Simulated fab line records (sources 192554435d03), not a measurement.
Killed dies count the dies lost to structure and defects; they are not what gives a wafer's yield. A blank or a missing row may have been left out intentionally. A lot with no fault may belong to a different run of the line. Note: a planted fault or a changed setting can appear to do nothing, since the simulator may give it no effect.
A lot that was struck, set against a sound lot    flow n5-finfet    15 steps out of a route of 1938
Sound: these wafers, L250.1, L250.3, L250.6. Struck: wafers L253.1, L253.6 (left out: L253.4, a lot-mate that was not struck); the cause follows at the end.
Per side, at each step with rows, come the tool, then ch with its chambers, and then its first start. Under that, the readings that differ: sound wafers    struck wafers    difference of the means    sigmas: that difference in standard deviations of wafers without a fault.
alike: same words and numbers on both sides, and readings whose means sit less than 2 such deviations apart. not compared: any withheld reading, any reading some wafer has no value for, any bound like >300 that may hide the same value, and any number with overlapping values for which the record gives no deviation.
Wherever a step has rows on one side only, a row that says differs or no value, or a row with sigmas, the two part there. Numbers that have no deviation but don't overlap get no sigmas and don't part them. A reading missing from all wafers of one side parts the sides only when that side holds two or more wafers.

first, 1 step without rows for these wafers: N5_BEOL_M9_STRIP_73 (strips in C4F6/O2).
N5_BEOL_M9_STRIP_36: strips in N2/H2.
  sound on rie-diel-02 ch 1,2, day 11 20:47; struck on rie-diel-02 ch 0, day 13 11:34
reading                          sound           struck     difference  sigmas
oes-product-au (a.u.)            0.97 0.94 0.97  0.69 0.70  -0.27       -2
showerhead-plenum-p-Torr (Torr)  2.62 2.61 2.62  2.42 2.42  -0.20       -2
  alike: drypump-motor-current-A, rf-vpp-V, throttle-valve-pct
  not compared: rf-hours-counter-h
N5_BEOL_M9_TRENCH_ETCH_37: etches SiCOH lowk in C4F6/O2, target depth 151.43 nm, time 49 s.
  sound on rie-diel-02 ch 1,2; struck on rie-diel-02 ch 0
reading                          sound           struck     difference  sigmas
oes-product-au (a.u.)            0.96 0.93 0.95  0.70 0.70  -0.25       -2
showerhead-plenum-p-Torr (Torr)  2.93 2.92 2.93  2.68 2.68  -0.25       -3
  alike: drypump-motor-current-A, rf-vpp-V, throttle-valve-pct
  not compared: rf-hours-counter-h
N5_BEOL_M9_ETCH_41: etches SiCN in CH3F/O2, target depth 36.6 nm, time 70.1 s.
  sound on rie-diel-02 ch 1,2; struck on rie-diel-02 ch 0
reading                          sound           struck     difference  sigmas
oes-product-au (a.u.)            0.96 0.94 0.95  0.70 0.70  -0.25       -2
showerhead-plenum-p-Torr (Torr)  2.06 2.05 2.06  1.88 1.88  -0.18       -2
  alike: drypump-motor-current-A, rf-vpp-V, throttle-valve-pct
  not compared: rf-hours-counter-h
N5_BEOL_M9_STRIP_80: strips in N2/H2, time 10 s.
  sound on rie-diel-02 ch 1,2; struck on rie-diel-02 ch 0
reading                          sound           struck     difference  sigmas
oes-product-au (a.u.)            0.98 0.94 0.97  0.69 0.70  -0.27       -2
showerhead-plenum-p-Torr (Torr)  2.62 2.61 2.62  2.42 2.42  -0.20       -2
  alike: drypump-motor-current-A, rf-vpp-V, throttle-valve-pct
  not compared: rf-hours-counter-h
N5_BEOL_M9_OCD_MEAS_38:
  sound: ocd-01 at day 11 21:00; struck: ocd-02 at day 13 11:47
  alike: trench-depth-nm
then, 4 steps without rows for these wafers: N5_BEOL_M9_HM_STRIP_39 (strips TiN in peroxide tin strip, target depth 25 nm, time 158 s); N5_BEOL_M9_SRD_40 (time 30 s); N5_BEOL_M9_PRECLEAN_42 (cleans in residue remover, time 60 s); N5_BEOL_M9_SRD_43 (time 30 s).
N5_BEOL_M9_CD_MEAS_35: target cd 70 nm, target cd y 40 nm.
  sound: cd-sem-02 at day 11 21:09; struck: cd-sem-02 at day 13 11:56
  alike: cd-nm
then, 1 step without rows for these wafers: N5_BEOL_M9_CURE_72 (cures SiCOH lowk, time 120 s).
N5_BEOL_M9_DEGAS_44: time 60 s.
  sound: pvd-sputter-02 at day 11 21:45; struck: pvd-sputter-03 at day 13 12:32
reading               sound                 struck         difference  sigmas
susceptor-temp-C (C)  249.99 249.99 249.82  242.71 242.57  -7.29       -43
  alike: heater-power-w
N5_BEOL_M9_PRE_CLEAN_45: time 30 s.
  sound: pvd-sputter-02 at day 11 21:47; struck: pvd-sputter-03 at day 13 12:34
  alike: heater-power-w
N5_PASSIVATION_PROBE_49:
  the record has rows for the sound wafers here (prober-01, day 14 19:29) and none for the struck ones

WHERE THEY PART
Last at N5_PASSIVATION_PROBE_49 as far as this record goes, first at N5_BEOL_M9_STRIP_36.

WHY: what had been put in by the simulator
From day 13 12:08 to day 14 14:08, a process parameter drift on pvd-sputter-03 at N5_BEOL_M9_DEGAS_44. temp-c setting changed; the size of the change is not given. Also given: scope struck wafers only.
